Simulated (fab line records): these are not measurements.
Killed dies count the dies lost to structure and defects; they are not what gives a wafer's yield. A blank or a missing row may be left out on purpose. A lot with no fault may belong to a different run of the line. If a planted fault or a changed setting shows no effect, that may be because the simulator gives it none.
fab line records | flow n5-finfet
[record] lots = 6 | wafers = 18 | last-day = 17
route steps=1938 shown BEOL_M1@809 BEOL_M4@1111 PASSIVATION@1936
lots untouched by any fault: they come from a run of this same line in which no faults occurred
start-h: start of the lot's first displayed wafer, in hours after the record's first day | wait-h: hours from the lot's prior step to this one | " same as the row above | L1.1+2: several wafers, shown together as one row | - no value, or no start was given | * or withheld: withheld | < > ~ a bound
route shown NAME@n: NAME is a module with steps in the file, n the number in the route of the first one | usual: average and standard deviation across the fault-free wafers | same: alike in all rows | chamber/n: place in a boat | sites: readings site by site | _std_site: how widely they spread, as a standard deviation | _edge_site: outer sites' mean less inner sites' | radius-mm: how far each site lies from the wafer's centre | mask NAME#n: copy n | behind: the last tool/chamber to shape the wafer | hold: why the lot went on hold/how many hours it stayed there/how the hold came to an end | device: transistor that didn't switch, given as n, p or np | end of line: tests of these same wafers at the route's end | where a step has no rows: the recipe by itself | killed: not the wafer's yield, but the dies lost to structure and defects at the first sort | map: per-die view of a wafer (x killed, . not killed, _ where there is no die)
set.NAME: the setting the step ran with; set.NAME@STEP: the setting that earlier step ran with | model.NAME: the simulator's own value behind a step, which no gauge read
certain route steps with their lots: each step a table, each wafer a row
services: the hour from which a tool's chamber was out of use, counted from the record's first day as start-h (under 0 if before that day), plus the number of hours and why
[[steps]]
[step N5_BEOL_M1_DEGAS_44]
[recipe] ambient = vacuum | temp-c = 250 | time-s = 60
[step N5_BEOL_M1_PRE_CLEAN_45]
[recipe] gas = H2/He | time-s = 30 | temp-c = 250
[step N5_BEOL_M1_ALD_84]
[recipe] material = TaN | target-thk-a = * | temp-c = 275 | ald-precursor-family = PDMAT | ald-co-reactant = NH3 | pressure-torr = 3 | carrier-flow-sccm = 1500 | pulse-time-s = 2 | purge-time-s = 3 | co-reactant-purge-time-s = 2 | co-reactant-pulse-time-s = 3 | ald-cycles = 30 | precursor-vessel-temp-c = 75 | precursor-vessel-pressure-torr = 26.25 | precursor-vessel-carrier-sccm = 1000
[usual] heater-power-w = 418/55
lot.wafer | tool         | chamber | start-h | wait-h | heater-power-w
L421.1    | ald-metal-01 | 3       | 154.36  | 0.0    | 381
L421.4    | "            | 2       | "       | "      | 449
L421.5    | "            | 2       | "       | "      | 465
L424.2    | ald-metal-02 | 3       | 180.76  | 0.0    | 393
L424.3    | "            | 0       | "       | "      | 455
L424.6    | "            | 1       | "       | "      | 432
L434.3    | ald-metal-01 | 3       | 236.92  | 0.1    | 385
L434.4    | "            | 2       | "       | "      | 464
L434.6    | "            | 2       | "       | "      | 468
L435.1    | ald-metal-01 | 0       | 243.10  | 0.1    | 359
L435.2    | "            | 3       | "       | "      | 379
L435.5    | "            | 1       | "       | "      | 466
L437.2    | ald-metal-04 | 3       | 251.91  | 0.0    | 527
L437.3    | "            | 2       | "       | "      | 354
L437.5    | "            | 0       | "       | "      | 317
L439.2    | ald-metal-01 | 1       | 277.49  | 0.1    | 462
L439.4    | "            | 2       | "       | "      | 453
L439.5    | "            | 3       | "       | "      | 387
[step N5_BEOL_M1_SURFACE_TREAT_85]
[recipe] gas = Ar | time-s = * | ion-energy-ev = * | ion-current-ma-cm2 = 0.5 | pressure-mtorr = * | ar-flow-sccm = 30
[step N5_BEOL_M1_CVD_47]
[recipe] material = Co | target-thk-a = 30 | temp-c = withheld | precursor = CCTBA/H2 | pressure-torr = 30 | time-s = 223.8
[step N5_BEOL_M1_SPUTTER_48]
[recipe] material = Cu | target-thk-a = 45 | temp-c = -20 | chamber-pressure-pa = 0.07 | power-w = withheld | time-s = 8.29
[step N5_BEOL_M1_ANNEAL_49]
[recipe] temp-c = 400 | time-s = 240 | ambient = vacuum
[usual] heater-power-w = 802/88 | susceptor-temp-C = 400.00/0.23
lot.wafer | tool           | chamber | start-h | wait-h | heater-power-w | susceptor-temp-C
L421.1    | pvd-sputter-01 | -       | 155.04  | 0.0    | 739            | 400.23
L421.4    | "              | -       | "       | "      | 810            | 400.33
L421.5    | "              | -       | "       | "      | 795            | 399.99
L424.2    | pvd-sputter-03 | -       | 181.49  | 0.0    | 799            | 400.00
L424.3    | "              | -       | "       | "      | 696            | 400.19
L424.6    | "              | -       | "       | "      | 706            | 400.20
L434.3    | pvd-sputter-03 | -       | 238.71  | 0.0    | 702            | 399.93
L434.4    | "              | -       | "       | "      | 806            | 400.06
L434.6    | "              | -       | "       | "      | 810            | 400.21
L435.1    | pvd-sputter-03 | -       | 243.72  | 0.0    | 936            | 400.08
L435.2    | "              | -       | "       | "      | 715            | 399.62
L435.5    | "              | -       | "       | "      | 702            | 400.20
L437.2    | pvd-sputter-03 | -       | 252.69  | 0.0    | 795            | 399.71
L437.3    | "              | -       | "       | "      | 693            | 400.05
L437.5    | "              | -       | "       | "      | 951            | 400.22
L439.2    | pvd-sputter-03 | -       | 278.53  | 0.0    | 705            | 400.26
L439.4    | "              | -       | "       | "      | 956            | 399.97
L439.5    | "              | -       | "       | "      | 959            | 400.17
[step N5_BEOL_M1_SPUTTER_79]
[recipe] material = Cu | target-thk-a = 45 | temp-c = -20 | chamber-pressure-pa = 0.07 | power-w = withheld | time-s = 8.29
[step N5_BEOL_M1_ANNEAL_80]
[recipe] temp-c = 400 | time-s = 240 | ambient = vacuum
[usual] heater-power-w = 802/88 | susceptor-temp-C = 399.96/0.22
lot.wafer | tool           | chamber | start-h | wait-h | heater-power-w | susceptor-temp-C
L421.1    | pvd-sputter-01 | -       | 155.26  | 0.0    | 754            | 399.85
L421.4    | "              | -       | "       | "      | 814            | 399.54
L421.5    | "              | -       | "       | "      | 813            | 399.84
L424.2    | pvd-sputter-03 | -       | 181.71  | 0.0    | 786            | 399.88
L424.3    | "              | -       | "       | "      | 695            | 399.78
L424.6    | "              | -       | "       | "      | 693            | 399.81
L434.3    | pvd-sputter-03 | -       | 238.93  | 0.0    | 688            | 400.56
L434.4    | "              | -       | "       | "      | 805            | 399.86
L434.6    | "              | -       | "       | "      | 793            | 399.90
L435.1    | pvd-sputter-03 | -       | 243.94  | 0.0    | 941            | 399.96
L435.2    | "              | -       | "       | "      | 716            | 399.68
L435.5    | "              | -       | "       | "      | 700            | 400.27
L437.2    | pvd-sputter-03 | -       | 252.91  | 0.0    | 802            | 399.87
L437.3    | "              | -       | "       | "      | 699            | 399.97
L437.5    | "              | -       | "       | "      | 934            | 400.00
L439.2    | pvd-sputter-03 | -       | 278.75  | 0.0    | 725            | 400.56
L439.4    | "              | -       | "       | "      | 947            | 399.78
L439.5    | "              | -       | "       | "      | 933            | 399.71
[step N5_BEOL_M1_SPUTTER_81]
[recipe] material = Cu | target-thk-a = 45 | temp-c = -20 | chamber-pressure-pa = 0.07 | power-w = withheld | time-s = 8.29
[step N5_BEOL_M1_ANNEAL_82]
[recipe] temp-c = 400 | time-s = 240 | ambient = vacuum
[usual] heater-power-w = 800/87 | susceptor-temp-C = 399.98/0.23
lot.wafer | tool           | chamber | start-h | wait-h | heater-power-w | susceptor-temp-C
L421.1    | pvd-sputter-01 | -       | 155.48  | 0.0    | 759            | 400.16
L421.4    | "              | -       | "       | "      | 820            | 400.35
L421.5    | "              | -       | "       | "      | 801            | 400.11
L424.2    | pvd-sputter-03 | -       | 181.93  | 0.0    | 818            | 399.59
L424.3    | "              | -       | "       | "      | 695            | 399.63
L424.6    | "              | -       | "       | "      | 699            | 399.88
L434.3    | pvd-sputter-03 | -       | 239.15  | 0.0    | 686            | 399.80
L434.4    | "              | -       | "       | "      | 790            | 400.15
L434.6    | "              | -       | "       | "      | 798            | 400.07
L435.1    | pvd-sputter-03 | -       | 244.16  | 0.0    | 936            | 399.97
L435.2    | "              | -       | "       | "      | 725            | 399.79
L435.5    | "              | -       | "       | "      | 692            | 400.41
L437.2    | pvd-sputter-03 | -       | 253.13  | 0.0    | 795            | 400.11
L437.3    | "              | -       | "       | "      | 682            | 399.74
L437.5    | "              | -       | "       | "      | 944            | 399.72
L439.2    | pvd-sputter-03 | -       | 278.97  | 0.0    | 719            | 400.02
L439.4    | "              | -       | "       | "      | 931            | 400.52
L439.5    | "              | -       | "       | "      | 928            | 400.26
[step N5_BEOL_M1_SPUTTER_86]
[recipe] material = Cu | target-thk-a = 45 | temp-c = -20 | chamber-pressure-pa = 0.07 | power-w = withheld | time-s = 8.29
[usual] chuck-gas-flow-sccm = 1.27/0.051 | throttle-valve-pct = 29.9/1.1
lot.wafer | tool           | chamber | start-h | wait-h | chuck-gas-flow-sccm | throttle-valve-pct
L421.1    | pvd-sputter-01 | -       | 155.62  | 0.1    | 1.25                | 29.7
L421.4    | "              | -       | "       | "      | 1.35                | 29.8
L421.5    | "              | -       | "       | "      | 1.34                | 29.6
L424.2    | pvd-sputter-03 | -       | 182.07  | 0.1    | 1.19                | 29.7
L424.3    | "              | -       | "       | "      | 1.42                | 28.7
L424.6    | "              | -       | "       | "      | 1.30                | 28.5
L434.3    | pvd-sputter-03 | -       | 239.29  | 0.1    | 1.27                | 28.3
L434.4    | "              | -       | "       | "      | 1.29                | 29.9
L434.6    | "              | -       | "       | "      | 1.24                | 29.9
L435.1    | pvd-sputter-03 | -       | 244.30  | 0.1    | 1.28                | 28.4
L435.2    | "              | -       | "       | "      | 1.28                | 31.8
L435.5    | "              | -       | "       | "      | 1.25                | 28.4
L437.2    | pvd-sputter-03 | -       | 253.27  | 0.1    | 1.34                | 29.6
L437.3    | "              | -       | "       | "      | 1.22                | 28.5
L437.5    | "              | -       | "       | "      | 1.12                | 28.4
L439.2    | pvd-sputter-03 | -       | 279.11  | 0.1    | 1.15                | 32.0
L439.4    | "              | -       | "       | "      | 1.21                | 28.5
L439.5    | "              | -       | "       | "      | 1.31                | 28.5
[step N5_BEOL_M1_ANNEAL_87]
[recipe] temp-c = 400 | time-s = 240 | ambient = vacuum
[usual] heater-power-w = 800/86 | susceptor-temp-C = 400.00/0.22
lot.wafer | tool           | chamber | start-h | wait-h | heater-power-w | susceptor-temp-C
L421.1    | pvd-sputter-01 | -       | 155.70  | 0.0    | 727            | 399.83
L421.4    | "              | -       | "       | "      | 812            | 399.74
L421.5    | "              | -       | "       | "      | 819            | 399.78
L424.2    | pvd-sputter-03 | -       | 182.15  | 0.0    | 789            | 399.76
L424.3    | "              | -       | "       | "      | 701            | 399.68
L424.6    | "              | -       | "       | "      | 681            | 399.90
L434.3    | pvd-sputter-03 | -       | 239.37  | 0.0    | -              | -
L434.4    | "              | -       | "       | "      | -              | -
L434.6    | "              | -       | "       | "      | -              | -
L435.1    | pvd-sputter-03 | -       | 244.38  | 0.0    | -              | -
L435.2    | "              | -       | "       | "      | -              | -
L435.5    | "              | -       | "       | "      | -              | -
L437.2    | pvd-sputter-03 | -       | 253.35  | 0.0    | 799            | 400.42
L437.3    | "              | -       | "       | "      | 689            | 399.81
L437.5    | "              | -       | "       | "      | 951            | 400.07
L439.2    | pvd-sputter-03 | -       | 279.19  | 0.0    | 714            | 399.66
L439.4    | "              | -       | "       | "      | 952            | 400.02
L439.5    | "              | -       | "       | "      | 965            | 399.78
[step N5_BEOL_M1_SPUTTER_88]
[recipe] material = Cu | target-thk-a = 45 | temp-c = -20 | chamber-pressure-pa = 0.07 | power-w = withheld | time-s = 8.29
[step N5_BEOL_M4_RC_MEAS_101]
[usual] DIBL_N = 37.5/2.5 | DIBL_P = 38/3.1 | IOFF_N = 0.19/0.059 | IOFF_P = 0.24/0.061 | ION_N = 679/16 | ION_P = 465/9.8 | SS_N = 72.0/0.8 | SS_P = 73.7/0.86 | VT_N = 248/4.5 | VT_P = -249/3.5
lot.wafer | tool      | chamber | start-h | wait-h | DIBL_N[mV/V] | DIBL_P[mV/V] | IOFF_N[nA/um] | IOFF_P[nA/um] | ION_N[uA/um] | ION_P[uA/um] | SS_N[mV/dec] | SS_P[mV/dec] | VT_N[mV] | VT_P[mV]
L421.1    | prober-02 | 0       | 191.79  | 0.0    | 36.9         | 36           | 0.16          | 0.21          | 679          | 465          | 70.7         | 72.8         | 249      | -249
L421.4    | "         | 0       | "       | "      | 33.8         | 34           | 0.12          | 0.18          | 648          | 452          | 70.1         | 72.9         | 254      | -251
L421.5    | "         | 0       | "       | "      | 33.0         | 32           | 0.11          | 0.16          | 653          | 453          | 70.1         | 72.5         | 255      | -252
L424.2    | prober-01 | 0       | 237.33  | 0.3    | 40.9         | 42           | 0.24          | 0.29          | 709          | 475          | 72.3         | 74.6         | 245      | -246
L424.3    | "         | 0       | "       | "      | 38.2         | 40           | 0.16          | 0.25          | 674          | 468          | 71.6         | 74.8         | 251      | -248
L424.6    | "         | 0       | "       | "      | 38.0         | 39           | 0.17          | 0.25          | 687          | 469          | 71.9         | 73.7         | 250      | -245
L434.3    | prober-02 | 0       | 284.50  | 0.3    | 38.0         | 37           | 0.21          | 0.24          | 709          | 485          | 72.1         | 73.5         | 244      | -247
L434.4    | "         | 0       | "       | "      | 37.5         | 36           | 0.19          | 0.23          | 665          | 453          | 71.9         | 73.7         | 248      | -248
L434.6    | "         | 0       | "       | "      | 41.0         | 39           | 0.30          | 0.28          | 675          | 459          | 74.9         | 75.2         | 246      | -246
L435.1    | prober-02 | 0       | 287.84  | 0.0    | 35.9         | 35           | 0.16          | 0.20          | 680          | 467          | 71.3         | 72.4         | 251      | -252
L435.2    | "         | 0       | "       | "      | 39.5         | 39           | 0.25          | 0.27          | 697          | 469          | 72.4         | 74.1         | 241      | -250
L435.5    | "         | 0       | "       | "      | 37.6         | 37           | 0.19          | 0.24          | 690          | 466          | 71.6         | 73.2         | 246      | -247
L437.2    | prober-01 | 0       | 310.58  | 0.2    | 43.1         | 44           | 0.36          | 0.33          | 707          | 474          | 73.5         | 74.9         | 239      | -246
L437.3    | "         | 0       | "       | "      | 38.4         | 39           | 0.19          | 0.22          | 678          | 460          | 71.5         | 74.5         | 250      | -252
L437.5    | "         | 0       | "       | "      | 38.9         | 38           | 0.22          | 0.23          | 681          | 459          | 72.7         | 74.1         | 247      | -251
L439.2    | prober-02 | 0       | 317.28  | 0.2    | 30.9         | 31           | 0.10          | 0.14          | 652          | 455          | 71.1         | 71.5         | 255      | -251
L439.4    | "         | 0       | "       | "      | 37.6         | 40           | 0.22          | 0.30          | 704          | 479          | 72.7         | 73.4         | 244      | -245
L439.5    | "         | 0       | "       | "      | 32.4         | 35           | 0.13          | 0.20          | 667          | 470          | 71.5         | 73.3         | 251      | -252
[step N5_PASSIVATION_PROBE_49]
[usual] defect-limited-yield = 91.0/1.4 | killed_at_M0_to_M3 = 35/10 | killed_at_M4_up = 14/5.5 | killed-at-contacts = 13/5.6 | killed-at-front-end = 41/11 | killed-at-other = 4/3.4 | killed-dies = 106/16 | killed-open = 68/12 | killed-short = 35/7.3 | sort_bin_4_leakage = 0.3/2.1 | sort_bin_5_function = 5.3/0.89 | sort_bin_6_memory = 3.4/0.67 | sort-n-pass = 1070/28 | sort-yield-pct = 90.7/2.4
[same] gross-dies = 1180 | killed-at-back-side = 0 | sort_bin_8_speed[%] = 0
lot.wafer | tool      | chamber | start-h | wait-h | defect-limited-yield[%] | killed_at_M0_to_M3 | killed_at_M4_up | killed-at-contacts | killed-at-front-end | killed-at-other | killed-dies | killed-open | killed-short | sort_bin_4_leakage[%] | sort_bin_5_function[%] | sort_bin_6_memory[%] | sort-n-pass | sort-yield-pct[%]
L421.1    | prober-02 | -       | 307.32  | 0.0    | 91.2                    | 8                  | 14              | 15                 | 62                  | 5               | 104         | 70          | 32           | 0                     | 5.1                    | 3.4                  | 1076        | 91.2
L421.4    | prober-02 | -       | 307.47  | 0.2    | 92.3                    | 22                 | 7               | 18                 | 42                  | 2               | 91          | 54          | 28           | 0                     | 3.6                    | 3.1                  | 1089        | 92.3
L421.5    | prober-02 | -       | 307.52  | 0.2    | 93.0                    | 14                 | 4               | 12                 | 46                  | 7               | 83          | 46          | 31           | 0                     | 4.7                    | 2.1                  | 1097        | 93.0
L424.2    | prober-02 | -       | 350.57  | 0.1    | 92.5                    | 34                 | 11              | 12                 | 32                  | 0               | 89          | 57          | 32           | 0                     | 4.8                    | 2.2                  | 1091        | 92.5
L424.3    | prober-02 | -       | 350.62  | 0.1    | 89.3                    | 42                 | 15              | 4                  | 60                  | 5               | 126         | 78          | 46           | 0                     | 6.0                    | 3.7                  | 1054        | 89.3
L424.6    | prober-02 | -       | 350.77  | 0.3    | 88.6                    | 58                 | 24              | 11                 | 33                  | 9               | 135         | 90          | 41           | 0                     | 6.4                    | 4.7                  | 1045        | 88.6
L434.3    | prober-01 | -       | 398.13  | 0.1    | 91.7                    | 27                 | 12              | 3                  | 46                  | 10              | 98          | 56          | 40           | 0                     | 4.7                    | 3.0                  | 1082        | 91.7
L434.4    | prober-01 | -       | 398.18  | 0.2    | 92.3                    | 26                 | 14              | 12                 | 34                  | 5               | 91          | 56          | 31           | 0                     | 4.5                    | 3.0                  | 1089        | 92.3
L434.6    | prober-01 | -       | 398.28  | 0.3    | 92.9                    | 10                 | 19              | 9                  | 36                  | 10              | 84          | 45          | 36           | 0.8                   | 4.7                    | 2.0                  | 1086        | 92.0
// killed by level:class
L421.1 FIN_SAQP:geometric-particle:short=14 STI_FIN_REVEAL:geometric-particle:open=13 MOL_CONTACT_COAG:geometric-particle:open=13 FIN_SAQP:geometric-particle:open=12 BEOL_M4:geometric-particle:open=6 GATE_CUT:geometric-particle:open=5 STARTING-WAFER:geometric-particle:open=5 DUMMY_GATE:geometric-particle:open=3
L421.4 MOL_CONTACT_COAG:geometric-particle:open=15 BEOL_M0_SAQP:geometric-particle:short=8 FIN_SAQP:geometric-particle:short=7 STI_FIN_REVEAL:geometric-particle:open=7 HKMG_FIN:area-etch=7 BEOL_M2:geometric-particle:open=6 GATE_CUT:geometric-particle:open=6 FIN_SAQP:geometric-particle:open=4
L421.5 MOL_CONTACT_COAG:geometric-particle:open=10 FIN_SAQP:geometric-particle:short=8 STI_FIN_REVEAL:geometric-particle:open=8 GATE_CUT:geometric-particle:short=7 FIN_SAQP:geometric-particle:open=6 GATE_CUT:geometric-particle:open=5 BEOL_M2:geometric-particle:short=4 DUMMY_GATE:geometric-particle:open=3
L424.2 BEOL_M1:geometric-particle:open=10 BEOL_M0_SAQP:geometric-particle:short=10 MOL_CONTACT_COAG:geometric-particle:open=9 FIN_SAQP:geometric-particle:short=8 FIN_SAQP:geometric-particle:open=7 STI_FIN_REVEAL:geometric-particle:open=6 BEOL_M0_SAQP:geometric-particle:open=6 BEOL_M2:geometric-particle:open=5
L424.3 STI_FIN_REVEAL:geometric-particle:open=13 BEOL_M1:geometric-particle:open=12 FIN_SAQP:geometric-particle:open=11 FIN_SAQP:geometric-particle:short=11 BEOL_M0_SAQP:geometric-particle:short=10 DUMMY_GATE:geometric-particle:open=6 BEOL_M0_SAQP:geometric-particle:open=6 BEOL_M2:geometric-particle:open=6
L424.6 BEOL_M1:geometric-particle:open=21 MOL_CONTACT_COAG:geometric-particle:open=10 BEOL_M0_SAQP:geometric-particle:open=10 BEOL_M0_SAQP:geometric-particle:short=9 FIN_SAQP:geometric-particle:short=8 BEOL_M1:geometric-particle:short=8 BEOL_M5:geometric-particle:open=7 BEOL_M4:geometric-particle:open=6
L434.3 BEOL_M0_SAQP:geometric-particle:open=15 GATE_CUT:geometric-particle:short=13 STI_FIN_REVEAL:geometric-particle:open=7 BEOL_M0_SAQP:geometric-particle:short=7 FIN_SAQP:geometric-particle:short=5 BEOL_M5:geometric-particle:short=5 PASS1_DEP:geometric-particle:open=5 FIN_SAQP:geometric-particle:open=4
L434.4 MOL_CONTACT_COAG:geometric-particle:open=10 BEOL_M0_SAQP:geometric-particle:open=9 STI_FIN_REVEAL:geometric-particle:open=6 FIN_SAQP:geometric-particle:short=5 FIN_SAQP:geometric-particle:open=4 GATE_CUT:geometric-particle:short=4 BEOL_M2:geometric-particle:open=4 BEOL_M3:geometric-particle:open=4
L434.6 GATE_CUT:geometric-particle:short=9 MOL_CONTACT_COAG:geometric-particle:open=7 FIN_SAQP:geometric-particle:short=5 BEOL_M4:geometric-particle:short=5 PASS1_DEP:geometric-particle:short=5 STARTING-WAFER:geometric-particle:open=5 DUMMY_GATE:geometric-particle:open=4 BEOL_M7:geometric-particle:open=3
[[services]]
tool           | chamber | start-h | hours | kind
pvd-sputter-01 | -       | 133.40  | 2.5   | repair
ald-metal-02   | -       | 137.72  | 6.0   | pm
ald-metal-04   | 0       | 168.96  | 11.9  | repair
ald-metal-02   | -       | 226.08  | 2.8   | pm
ald-metal-02   | 3       | 229.30  | 42.8  | repair
[[key]]
[first-sign] step = N5_BEOL_M1_ANNEAL_87 | reading = tool-record | direction = missing
effect none on later readings
met-at N5_BEOL_M1_ANNEAL_87
struck-wafers L434.3,L434.4,L434.6,L435.1,L435.2,L435.5
onset-between 182.15 239.37
[fault] kind = skipped-step-whole | tool = pvd-sputter-03 | chamber = - | onset-h = 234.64 | steps = N5_BEOL_M1_ANNEAL_87 | scope = struck-lots-only
